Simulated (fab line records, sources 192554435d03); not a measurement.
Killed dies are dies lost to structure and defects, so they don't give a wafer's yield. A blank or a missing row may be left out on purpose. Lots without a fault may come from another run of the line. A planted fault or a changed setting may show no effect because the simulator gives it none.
fab line records | flow n5_finfet
record lots=5 wafers=15 last_day=16
route steps=1938 shown BEOL_M10@1500 BEOL_M11@1536 BEOL_M15@1830 PASSIVATION@1936
lots that met no fault: from a run of the same line without faults
start_h: hours from the record's first day to the start of the lot's first wafer shown | wait_h: hours since the lot's step before | " the same as in the row above | L1.1+2: a row that stands for several wafers | - no value, or no start given | * or withheld: withheld | < > ~ a bound
route shown NAME@n: a module of which the file shows steps, and the number in the route of the first | usual: mean/standard deviation of fault-free wafers | same: alike in all rows | chamber/n: place in a boat | sites: the reading at each site | _std_site: their standard deviation | _edge_site: outer sites' mean less inner sites' | radius_mm: how far each site lies from the wafer's centre | mask NAME#n: copy n | behind: the tool/chamber that last shaped the wafer | hold: why the lot was held/for how many hours/how that ended | device: the transistor (n, p or np) that didn't switch | end of line: the same wafers' tests at the end of the route | a step without rows: its recipe alone | killed: dies lost to structure and defects at the first sort, not the wafer's yield | map: a wafer's dies, x killed, . not, _ none there
set.NAME: the setting as run; set.NAME@STEP: as run at that earlier step | model.NAME: the simulator's own value behind a step, which no gauge read
lots at some steps of the route; a table a step, a row a wafer
services: from which hour (start_h, from the record's first day; less than 0 if before it) a tool's chamber was out of use, for how many hours, and why
## steps
# step N5_BEOL_M10_PEB_26
# recipe peb_temp_c=withheld peb_time_s=60 resist=CAR-ArF
# step N5_BEOL_M10_DEVELOP_27
# recipe develop_time_s=30 developer=TMAH resist=CAR-ArF rinse_liquid=diw dry=air_spin dev_temp_c=23
# step N5_BEOL_M10_DESCUM_33
# recipe chemistry=O2 time_s=7.9 source_power_w=50 bias_power_w=20 pressure_mtorr=20 rf_frequency_hz=2.712e+07 temp_c=40 resist=CAR-ArF o2_flow_sccm=225
# step N5_BEOL_M10_ETCH_65
# recipe chemistry=CF4 target=SiARC target_depth_a=390 mask_material=CAR-ArF time_s=65 ion_energy_ev=80 pressure_mtorr=40 source_w=545 bias_w=36 Ar_flow_sccm=100 cf4_flow_sccm=100 ends=cleared
# step N5_BEOL_M10_ETCH_66
# recipe chemistry=N2/H2 target=SOC target_depth_a=1200 overetch_a=240 mask_material=SiARC temp_c=40 time_s=180 ion_energy_ev=200 pressure_mtorr=30 source_w=840 bias_w=150 n2_flow_sccm=200 h2_flow_sccm=200
# step N5_BEOL_M10_STRIP_69
# recipe chemistry=N2/H2 temp_c=40 n2_flow_sccm=200 h2_flow_sccm=200 rf_frequency_hz=6e+07
# step N5_BEOL_M10_VIA_ETCH_34
# recipe chemistry=C4F6/O2 target=SiCOH_lowk target_depth_a=1845 mask_material=SOC taper_deg=4 time_s=69.2 ion_energy_ev=250 pressure_mtorr=30 source_w=345 bias_w=185 Ar_flow_sccm=300 C4F6_flow_sccm=10 O2_flow_sccm=10
# step N5_BEOL_M10_STRIP_73
# recipe chemistry=C4F6/O2 resist=SiARC rf_frequency_hz=6e+07
# step N5_BEOL_M10_STRIP_36
# recipe chemistry=N2/H2 power_w=450 temp_c=40 pressure_mtorr=20 rf_frequency_hz=6e+07 overash_fraction=0.3 bias_power_w=7 h2_frac=0.5 n2_flow_sccm=200 h2_flow_sccm=200
# step N5_BEOL_M10_TRENCH_ETCH_37
# recipe chemistry=C4F6/O2 target_depth_a=1488.3 target=SiCOH_lowk time_s=48 ion_energy_ev=250 pressure_mtorr=30 source_w=345 bias_w=185 Ar_flow_sccm=300 C4F6_flow_sccm=10 O2_flow_sccm=10
# usual C4F6_flow_sccm=10.01/0.03 drypump_motor_current_A=5.6/0.41 oes_f_703_au=0.81/0.096 oes_product_au=0.81/0.087 rf_vpp_V=669/20 showerhead_plenum_p_Torr=2.89/0.11 throttle_valve_pct=20.97/0.23
# same time_s=48
# columns lot.wafer tool chamber start_h wait_h C4F6_flow_sccm drypump_motor_current_A oes_f_703_au oes_product_au rf_hours_counter_h rf_vpp_V showerhead_plenum_p_Torr throttle_valve_pct model.BEOL_M10.feature_depth_nm model.etch.depth_nm model.TiN_of_BEOL_M10_HM_DEP_02.thk_nm
L436.1 rie_diel-03 3 263.51 - 9.95 5.4 0.74 0.77 115 694 2.98 20.94 143.4 143.3 16
L436.2 " 2 " " 9.97 6.0 0.84 0.86 68 684 3.02 20.80 154.8 154.8 15.8
L436.4 " 3 " " 9.94 5.5 0.74 0.77 - 693 2.98 20.95 142.8 142.9 16.2
L439.4 rie_diel-03 2 276.62 - 10.04 6.0 0.83 1.05 - 683 3.02 20.87 212 211.9 14.2
L439.5 " 0 " " 10.00 5.5 0.66 0.70 - 658 2.72 21.52 146.4 146.4 16
L439.6 " 1 " " 9.99 5.0 0.91 0.89 - 678 3.03 20.89 153.2 153.2 15.8
L438.2 rie_diel-03 2 295.34 - 10.05 6.0 0.83 1.03 82 684 3.01 20.88 210.4 210.4 14
L438.3 " 0 " " 9.99 5.5 0.66 0.69 225 661 2.71 21.52 147.2 147.2 15.8
L438.6 " 0 " " 9.98 5.5 0.65 0.68 - 660 2.71 21.51 145.6 145.5 16
L441.2 rie_diel-03 0 303.38 - 9.99 5.5 0.65 0.69 230 659 2.71 21.53 145.2 145.3 15.6
L441.4 " 2 " " 10.03 6.0 0.82 1.02 86 683 3.01 20.89 209 209.1 13.8
L441.5 " 3 " " 10.03 5.4 0.73 0.75 - 696 2.98 20.98 142.6 142.5 15.6
L446.1 rie_diel-01 1 313.01 - 9.95 5.0 0.94 0.93 14 636 2.91 20.97 154.4 154.3 15.8
L446.3 " 0 " " 10.03 5.8 0.82 0.85 61 656 2.91 21.08 149.4 149.5 15.8
L446.4 " 2 " " 10.05 5.9 0.87 0.86 51 655 3.02 21.08 149.4 149.4 15.6
# step N5_BEOL_M10_ETCH_41
# recipe chemistry=CH3F/O2 target=SiCN target_depth_a=426 taper_deg=2 time_s=86 ion_energy_ev=120 mask_material=TiN pressure_mtorr=30 source_w=395 bias_w=75 Ar_flow_sccm=150 CH3F_flow_sccm=30 O2_flow_sccm=20
# step N5_BEOL_M10_STRIP_77
# recipe chemistry=N2/H2 time_s=10 power_w=450 temp_c=40 pressure_mtorr=20 rf_frequency_hz=6e+07 bias_power_w=7 n2_flow_sccm=200 h2_flow_sccm=200
# step N5_BEOL_M10_OCD_MEAS_38
# usual trench_depth_nm=149/3.8
# columns lot.wafer tool chamber start_h wait_h trench_depth_nm
L436.1 ocd-01 - 263.69 - 143
L436.2 " - " " 154
L436.4 " - " " 143
L439.4 ocd-02 - 276.79 - 212
L439.5 " - " " 146
L439.6 " - " " 154
L438.2 ocd-02 - 295.52 - 210
L438.3 " - " " 147
L438.6 " - " " 145
L441.2 ocd-01 - 303.58 - 145
L441.4 " - " " 209
L441.5 " - " " 143
L446.1 ocd-02 - 313.19 - 154
L446.3 " - " " 149
L446.4 " - " " 149
# step N5_BEOL_M10_HM_STRIP_39
# recipe chemistry=peroxide_tin_strip material=TiN target_depth_a=250 temp_c=50 time_s=158
# step N5_BEOL_M10_SRD_40
# recipe time_s=30 temp_c=23 rinse_liquid=diw dry=ipa_marangoni
# step N5_BEOL_M10_PRECLEAN_42
# recipe chemistry=residue_remover time_s=60 temp_c=40
# step N5_BEOL_M10_SRD_43
# recipe time_s=30 temp_c=23 rinse_liquid=diw dry=ipa_marangoni
# step N5_BEOL_M10_CURE_72
# recipe temp_c=370 time_s=120 ambient=DMADMS/He material=SiCOH_lowk
# step N5_BEOL_M10_DEGAS_44
# recipe ambient=vacuum temp_c=250 time_s=60
# step N5_BEOL_M10_PRE_CLEAN_45
# recipe gas=H2/He time_s=30 temp_c=250
# step N5_BEOL_M10_ALD_74
# recipe material=TaN target_thk_a=20 temp_c=275 ald_precursor_family=PDMAT ald_co_reactant=NH3 pressure_torr=3 carrier_flow_sccm=1500 pulse_time_s=2 purge_time_s=3 co_reactant_purge_time_s=2 co_reactant_pulse_time_s=3 ald_cycles=40 precursor_vessel_temp_c=75 precursor_vessel_pressure_torr=26.25 precursor_vessel_carrier_sccm=1000
# step N5_BEOL_M10_SURFACE_TREAT_76
# recipe gas=Ar time_s=* ion_energy_ev=* ion_current_ma_cm2=0.5 pressure_mtorr=* ar_flow_sccm=30
# step N5_BEOL_M10_CVD_75
# recipe material=Co target_thk_a=20 temp_c=withheld precursor=CCTBA/H2 pressure_torr=30 time_s=138.9
# step N5_BEOL_M10_SPUTTER_48
# recipe material=Cu target_thk_a=120 temp_c=-20 bias_v=60 power_w=26000 chamber_pressure_pa=0.13 time_s=2
# step N5_BEOL_M10_ECD_50
# recipe material=Cu target_thk_a=3180
# step N5_BEOL_M10_ANNEAL_51
# recipe temp_c=225 time_s=90 ambient=N2
# step N5_BEOL_M10_CMP_52
# recipe stop_on=SiCOH_lowk t_overpolish_s=7 down_force_psi=1 platen_rpm=50 clearing_platen_down_force_psi=1.5 clearing_platen_rpm=50 post_cmp_clean=cu_alkaline target_thk_nm=140 clearing_platen_pad_velocity_m_s=0.99484 pad_velocity_m_s=0.99484
# usual motor_current_A=6.0/0.57
# columns lot.wafer tool chamber start_h wait_h motor_current_A model.Cu_of_BEOL_M10_ECD_50.thk_nm
L436.1 cmp-04 3 266.05 0.3 5.7 135.2
L436.2 " 0 " " 5.6 146.2
L436.4 " 1 " " 6.9 136.2
L439.4 cmp-01 1 279.22 0.1 5.1 205.6
L439.5 " 1 " " 5.0 140.4
L439.6 " 2 " " 5.3 144.2
L438.3 cmp-01 1 298.39 0.2 5.1 140.8
L438.2 " 2 " " 5.3 201.4
L438.6 " 1 " " 5.0 138.4
L441.4 cmp-02 0 307.11 0.1 5.9 202.2
L441.2 " 3 " " 5.6 136.8
L441.5 " 0 " " 5.2 137
L446.1 cmp-02 2 315.07 0.3 6.7 146.8
L446.3 " 0 " " 5.7 142.6
L446.4 " 1 " " 6.8 140.2
# step N5_BEOL_M10_THK_MEAS_53
# recipe thk_meas_gauge=xrf reads=Cu_of_BEOL_M10_ECD_50
# usual M10_THK=140/4.1
# columns lot.wafer tool chamber start_h wait_h M10_THK[nm]
L436.1 film_metro-02 - 266.31 - 134
L436.2 " - " " 145
L436.4 " - " " 135
L439.4 film_metro-02 - 279.52 - 203
L439.5 " - " " 139
L439.6 " - " " 143
L438.2 film_metro-02 - 298.65 - 199
L438.3 " - " " 140
L438.6 " - " " 137
L441.2 film_metro-02 - 307.40 - 136
L441.4 " - " " 201
L441.5 " - " " 136
L446.1 film_metro-01 - 315.36 - 146
L446.3 " - " " 142
L446.4 " - " " 140
# step N5_BEOL_M10_PRE_CLEAN_55
# recipe gas=NH3 time_s=15 temp_c=withheld rf_power_w=300
# step N5_BEOL_M10_DEP_56
# recipe material=SiCN target_thk_a=150 temp_c=withheld precursor=3MS/NH3 pressure_torr=3 rf_w=202 time_s=26.5
# step N5_BEOL_M10_RS_MEAS_57
# recipe thk_meas_gauge=four-point-probe reads=Cu_of_BEOL_M10_ECD_50+Co_of_BEOL_M10_CVD_75+TaN_of_BEOL_M10_ALD_74
# usual M10_RS=0.150/0.0048
# columns lot.wafer tool chamber start_h wait_h M10_RS[ohm/sq]
L436.1 film_metro-01 - 266.45 0.1 0.157
L436.2 " - " " 0.144
L436.4 " - " " 0.155
L439.4 film_metro-02 - 279.65 0.0 0.099
L439.5 " - " " 0.151
L439.6 " - " " 0.146
L438.2 film_metro-02 - 298.79 0.1 0.102
L438.3 " - " " 0.150
L438.6 " - " " 0.153
L441.2 film_metro-02 - 307.54 0.1 0.155
L441.4 " - " " 0.101
L441.5 " - " " 0.155
L446.1 film_metro-01 - 315.50 0.1 0.143
L446.3 " - " " 0.148
L446.4 " - " " 0.151
# step N5_BEOL_M11_ILD_DEP_00
# recipe material=SiCOH_lowk target_thk_a=3085.1 temp_c=300 precursor=DEMS/porogen pressure_torr=5 rf_w=500 time_s=58
# step N5_BEOL_M11_CURE_71
# recipe temp_c=385 time_s=240 ambient=He/Ar material=SiCOH_lowk
# step N5_BEOL_M11_PECVD_70
# recipe material=SiO2 target_thk_a=200 temp_c=400 precursor=TEOS/O2 pressure_torr=5.5 rf_w=450 teos_flow_sccm=53.8 gas=O2 flow_sccm=3000 time_s=22.7
# step N5_BEOL_M11_HM_DEP_02
# recipe material=TiN target_thk_a=200 temp_c=25 chamber_pressure_pa=0.49996
# step N5_BEOL_M11_COAT_59
# recipe resist=SOC temp_c=250 time_s=60 spin_rpm=1500 resist_thk_nm=100
# step N5_BEOL_M15_RC_MEAS_101
# usual COMB_M11=1.38e-11/2.7e-12 COMB_M12=5.8e-12/1.4e-12 COMB_M13=4.4e-12/9.1e-13 COMB_M14=3.3e-12/7.6e-13 COMB_M15=2.2e-12/6.2e-13 COMB_M5=3.6e-11/7.5e-12 COMB_M6=2.5e-11/5.4e-12 COMB_M7=2.7e-11/6e-12 COMB_M8=2.5e-11/5.1e-12 COMB_M9=1.46e-11/3e-12 SERP_M10=3.04/0.12 SERP_M10_max_site=3.13/0.12 SERP_M11=3.07/0.1 SERP_M12=0.629/0.021 SERP_M13=0.312/0.0077 SERP_M14=0.161/0.0058 SERP_M5=38.4/2.2 SERP_M6=13.9/0.73 SERP_M6_max_site=14.5/0.81 SERP_M7=14.0/0.92 SERP_M8=13.9/0.76 SERP_M8_max_site=14.5/0.83 SERP_M9=3.04/0.093 SERP_M9_max_site=3.14/0.097
# columns lot.wafer tool chamber start_h wait_h COMB_M11[S/m] COMB_M12[S/m] COMB_M13[S/m] COMB_M14[S/m] COMB_M15[S/m] COMB_M5[S/m] COMB_M6[S/m] COMB_M7[S/m] COMB_M8[S/m] COMB_M9[S/m] SERP_M10[ohm/um] SERP_M10_max_site[ohm/um] SERP_M11[ohm/um] SERP_M12[ohm/um] SERP_M13[ohm/um] SERP_M14[ohm/um] SERP_M5[ohm/um] SERP_M6[ohm/um] SERP_M6_max_site[ohm/um] SERP_M7[ohm/um] SERP_M8[ohm/um] SERP_M8_max_site[ohm/um] SERP_M9[ohm/um] SERP_M9_max_site[ohm/um]
L436.1 prober-02 0 302.38 0.0 1.61e-11 6.5e-12 3.8e-12 2.6e-12 2e-12 4.1e-11 2.7e-11 2.5e-11 2.4e-11 1.14e-11 3.13 3.24 3.14 0.611 0.309 0.160 39.2 12.8 13.9 14.2 14.2 14.4 2.99 3.06
L436.2 " 0 " " 2.11e-11 4.4e-12 6.4e-12 4.1e-12 3.1e-12 3.9e-11 2.7e-11 1.9e-11 2.1e-11 1.43e-11 2.90 3.08 3.23 0.650 0.314 0.161 35.7 14.5 15.2 14.7 11.8 12.9 3.12 3.17
L436.4 " 0 " " 1.45e-11 5.4e-12 5.2e-12 4e-12 2.6e-12 3.2e-11 3.2e-11 4e-11 2.2e-11 1.15e-11 3.11 3.17 3.16 0.619 0.314 0.150 37.7 14.5 14.9 14.2 13.7 14.3 3.02 3.09
L439.4 prober-01 0 308.70 0.5 1.45e-11 5.8e-12 3.5e-12 3.5e-12 2.4e-12 4.5e-11 2.8e-11 2.7e-11 3.2e-11 1.8e-11 1.98 2.11 2.99 0.606 0.308 0.156 40.8 14.6 14.9 14.4 14.2 14.7 3.09 3.16
L439.5 " 0 " " 1.18e-11 6.9e-12 4.6e-12 1.5e-12 1.7e-12 4.7e-11 2.4e-11 2.6e-11 3.7e-11 1.91e-11 3.05 3.09 2.94 0.610 0.302 0.156 36.9 13.1 13.5 14.8 13.9 14.1 3.06 3.18
L439.6 " 0 " " 1.44e-11 4.7e-12 3.7e-12 1.9e-12 9e-13 2.7e-11 2.3e-11 1.5e-11 3.9e-11 1.41e-11 2.88 2.92 2.98 0.607 0.310 0.151 44.8 13.9 14.4 14.7 13.3 13.5 3.12 3.18
L438.2 prober-02 0 333.47 0.2 1.55e-11 6.1e-12 5e-12 2.9e-12 3.4e-12 3.6e-11 2e-11 2.5e-11 2.5e-11 1.2e-11 2.13 2.17 3.02 0.642 0.317 0.170 38.0 13.3 13.8 15.4 14.7 15.4 3.03 3.17
L438.3 " 0 " " 1.28e-11 6.2e-12 5.2e-12 3.5e-12 1.9e-12 3.8e-11 2.3e-11 2.9e-11 2.8e-11 1.32e-11 2.99 3.10 2.91 0.615 0.313 0.158 38.3 13.5 14.8 15.3 15.0 16.4 2.96 3.08
L438.6 " 0 " " 1.22e-11 5.2e-12 5.5e-12 3e-12 3.6e-12 3.2e-11 2.5e-11 3.3e-11 2.6e-11 1.41e-11 3.19 3.26 3.09 0.616 0.321 0.169 39.4 15.0 15.5 14.9 14.9 15.3 3.02 3.16
L441.2 prober-02 0 342.44 0.2 1.81e-11 6.9e-12 4e-12 3e-12 2.2e-12 5.1e-11 2.5e-11 1.2e-11 1.9e-11 1.8e-11 3.11 3.18 3.16 0.659 0.307 0.166 40.6 13.3 13.7 13.5 13.7 14.5 3.04 3.13
L441.4 " 0 " " 1.37e-11 5.7e-12 3.2e-12 4e-12 2e-12 3.8e-11 3.3e-11 1.7e-11 1.7e-11 1.63e-11 2.03 2.10 3.09 0.629 0.300 0.168 41.0 13.7 14.3 13.8 15.4 16.4 2.95 3.00
L441.5 " 0 " " 1.76e-11 6.5e-12 6.3e-12 2.7e-12 1.8e-12 4.5e-11 2.6e-11 2.5e-11 1.9e-11 1.31e-11 3.02 3.04 3.11 0.674 0.299 0.150 37.5 14.5 15.8 12.7 15.1 15.5 2.90 2.97
L446.1 prober-02 0 364.86 0.0 1.02e-11 4.3e-12 5.3e-12 3.4e-12 2.8e-12 3e-11 3.1e-11 2.7e-11 2.4e-11 1.11e-11 2.95 3.00 3.01 0.657 0.312 0.165 37.3 14.6 15.0 12.9 14.5 15.4 3.06 3.11
L446.3 " 0 " " 1.48e-11 6.7e-12 6.7e-12 4.1e-12 3.2e-12 3.9e-11 2.6e-11 2.8e-11 2.3e-11 1.2e-11 2.99 3.11 3.05 0.645 0.318 0.161 36.4 14.4 16.2 13.3 13.7 14.2 3.04 3.14
L446.4 " 0 " " 2.01e-11 6.6e-12 4.7e-12 2.4e-12 2.7e-12 4.1e-11 3.9e-11 3.8e-11 2.8e-11 1.11e-11 2.99 3.01 2.91 0.633 0.306 0.165 36.9 13.1 13.4 12.3 14.3 15.5 2.95 3.09
# sites SERP_M10 radius_mm=0,75,75,75,75,140,140,140,140
L436.1 3.13 3.12 3.19 3.12 3.18 3.13 3.21 3.08 3.24
L439.4 1.91 1.98 1.95 1.96 1.97 2.11 2.07 2.07 2.09
L438.2 2.11 2.14 2.08 2.13 2.09 2.13 2.16 2.17 2.11
L441.2 3.15 3.18 3.11 3.14 3.13 3.03 2.96 2.96 2.97
L446.1 3.00 2.96 2.95 2.94 3.00 2.90 2.95 2.85 2.94
# step N5_PASSIVATION_PROBE_49
# usual defect_limited_yield=91.0/1.4 killed_at_M0_to_M3=35/10 killed_at_M4_up=14/5.5 killed_at_contacts=13/5.6 killed_at_front_end=41/11 killed_at_other=4/3.4 killed_dies=106/16 killed_open=68/12 killed_short=35/7.3 sort_bin_4_leakage=0.3/2.1 sort_bin_5_function=5.3/0.89 sort_bin_6_memory=3.4/0.67 sort_n_pass=1070/28 sort_yield_pct=90.7/2.4
# same gross_dies=1180 killed_at_back_side=0 sort_bin_8_speed[%]=0
# columns lot.wafer tool chamber start_h wait_h defect_limited_yield[%] killed_at_M0_to_M3 killed_at_M4_up killed_at_contacts killed_at_front_end killed_at_other killed_dies killed_open killed_short sort_bin_4_leakage[%] sort_bin_5_function[%] sort_bin_6_memory[%] sort_n_pass sort_yield_pct[%]
L436.2 prober-01 - 319.09 0.1 90.3 37 13 13 50 1 114 70 42 1.9 5.9 3.1 1044 88.5
L439.4 prober-01 - 320.82 0.2 93.0 27 19 4 33 0 83 61 21 0 4.7 2.0 1097 93.0
L439.5 prober-01 - 320.87 0.2 91.2 43 10 13 36 2 104 70 30 0 4.8 3.6 1076 91.2
L439.6 prober-01 - 320.92 0.3 89.7 58 11 11 37 4 121 77 39 0 5.7 4.2 1059 89.7
L446.1 prober-02 - 380.56 0.0 89.4 43 11 31 39 1 125 85 36 0 6.2 3.9 1055 89.4
# killed by level:class
L436.2 FIN_SAQP:geometric_particle:short=13 MOL_CONTACT_COAG:geometric_particle:open=13 BEOL_M0_SAQP:geometric_particle:short=13 FIN_SAQP:geometric_particle:open=10 BEOL_M0_SAQP:geometric_particle:open=9 GATE_CUT:geometric_particle:short=7 DUMMY_GATE:geometric_particle:open=5 GATE_CUT:geometric_particle:open=5
L439.4 BEOL_M1:geometric_particle:open=11 BEOL_M4:geometric_particle:open=9 DUMMY_GATE:geometric_particle:open=8 FIN_SAQP:geometric_particle:open=6 STARTING-WAFER:geometric_particle:short=4 MOL_CONTACT_COAG:geometric_particle:open=4 BEOL_M3:geometric_particle:open=4 BEOL_M1:geometric_particle:short=3
L439.5 BEOL_M0_SAQP:geometric_particle:open=12 MOL_CONTACT_COAG:geometric_particle:open=10 BEOL_M0_SAQP:geometric_particle:short=10 BEOL_M1:geometric_particle:open=10 FIN_SAQP:geometric_particle:open=8 DUMMY_GATE:geometric_particle:open=8 FIN_SAQP:geometric_particle:short=6 STI_FIN_REVEAL:geometric_particle:open=4
L439.6 BEOL_M3:geometric_particle:open=19 FIN_SAQP:geometric_particle:open=11 BEOL_M0_SAQP:geometric_particle:short=9 BEOL_M0_SAQP:geometric_particle:open=8 BEOL_M2:geometric_particle:open=8 GATE_CUT:geometric_particle:short=6 MOL_CONTACT_COAG:geometric_particle:open=6 DUMMY_GATE:geometric_particle:open=5
L446.1 MOL_CONTACT_COAG:geometric_particle:open=21 BEOL_M0_SAQP:geometric_particle:open=13 STI_FIN_REVEAL:geometric_particle:open=11 BEOL_M2:geometric_particle:open=11 MOL_CONTACT_COAG:geometric_particle:short=9 BEOL_M0_SAQP:geometric_particle:short=6 FIN_SAQP:geometric_particle:open=6 FIN_SAQP:geometric_particle:short=6
## services
# columns tool chamber start_h hours kind
rie_diel-01 1 255.78 - clean
rie_diel-01 1 255.78 - consumable_replace:focus_ring
rie_diel-01 1 255.78 26.3 scheduled_down
rie_diel-01 1 255.78 26.3 vent_cycle
rie_diel-03 1 260.43 9.6 repair
rie_diel-03 3 273.20 6.0 repair
cmp-02 - 275.01 1.8 repair
cmp-04 - 280.88 4.0 pm
cmp-04 - 284.88 - consumable_replace:conditioner
cmp-04 - 284.88 - consumable_replace:pad
cmp-01 - 291.28 3.5 repair
cmp-02 - 294.31 4.3 repair
cmp-04 - 307.64 0.8 repair
## key
first_sign step=N5_BEOL_M10_TRENCH_ETCH_37 reading=oes_product_au direction=up sigmas=2.6 usual=0.81 struck=1.04
effect step=N5_BEOL_M10_OCD_MEAS_38 reading=trench_depth_nm direction=up sigmas=16 usual=149 struck=210
effect step=N5_BEOL_M10_THK_MEAS_53 reading=M10_THK direction=up sigmas=15 usual=140 struck=201
effect step=N5_BEOL_M10_RS_MEAS_57 reading=M10_RS direction=down sigmas=10 usual=0.150 struck=0.101
effect step=N5_BEOL_M15_RC_MEAS_101 reading=SERP_M10 direction=down sigmas=8.6 usual=3.04 struck=2.05
model_effect step=N5_BEOL_M10_TRENCH_ETCH_37 value=BEOL_M10.feature_depth_nm without=154.3 struck=210.5
model_effect step=N5_BEOL_M10_CMP_52 value=Cu_of_BEOL_M10_ECD_50.thk_nm without=146.9 struck=203.1
met_at N5_BEOL_M10_TRENCH_ETCH_37
struck_wafers L438.2,L439.4,L441.4
onset_between 263.51 276.62
fault kind=process_parameter_drift tool=rie_diel-03 chamber=2 onset_h=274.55 steps=N5_BEOL_M10_TRENCH_ETCH_37 channel=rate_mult offset=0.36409 shape=step
